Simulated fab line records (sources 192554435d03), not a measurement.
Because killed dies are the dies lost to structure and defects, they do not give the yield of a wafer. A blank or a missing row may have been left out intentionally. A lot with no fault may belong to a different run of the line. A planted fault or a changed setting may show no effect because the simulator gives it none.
Which tool was responsible? ; flow n5 finfet ; at 1 step of a route of 1938, 12 lots with 36 wafers sampled

WHAT THE GAUGES SHOWED, per wafer
N5_BEOL_M2_INSPECT_13: inspects for defects (brightfield).
lot;measured;on;raw defect count
L076;day 6 23:21;defect inspect-02;418 711 531
L077;day 7 03:13;defect inspect-02;379 459 411
L079;day 7 15:48;defect inspect-01;424 384 419
L081;day 8 10:51;defect inspect-02;470 493 589
L083;day 8 17:53;defect inspect-01;311 419 419
L085;day 9 02:59;defect inspect-01;362 339 463
L088;day 10 05:14;defect inspect-01;562 431 445
L089;day 10 11:59;defect inspect-02;369 403 279
L091;day 11 01:17;defect inspect-01;263 339 400
L092;day 11 10:26;defect inspect-02;424 422 383
L095;day 11 22:21;defect inspect-01;372 423 378
L097;day 12 12:45;defect inspect-02;284 431 436

WHAT TOOL EACH LOT RAN ON (gives the tool, then ch and the chambers of the sampled wafers, and finally the start)
Before these readings, the record contains no process step.

THE ANSWER, worked out from the rows above alone
Rule: the lots themselves supply what counts as usual. The widest of any qualifying gaps counts: lots, ordered by their means at a reading, are off when they make up no more than a third of the lots, leave a main group of 4 or more, and stand apart from it by 3 or more times the standard deviation of that group's means. The tables above print the reading to a certain number of digits; a main group whose means all agree to those digits is not used. Also off: a lot with no number at a reading for which 4 or more lots have one. All remaining lots with rows at the step are treated as sound.
No lot is off on any of the readings shown, so nothing can be concluded from this.

WHAT THE SIMULATOR HAD PUT IN
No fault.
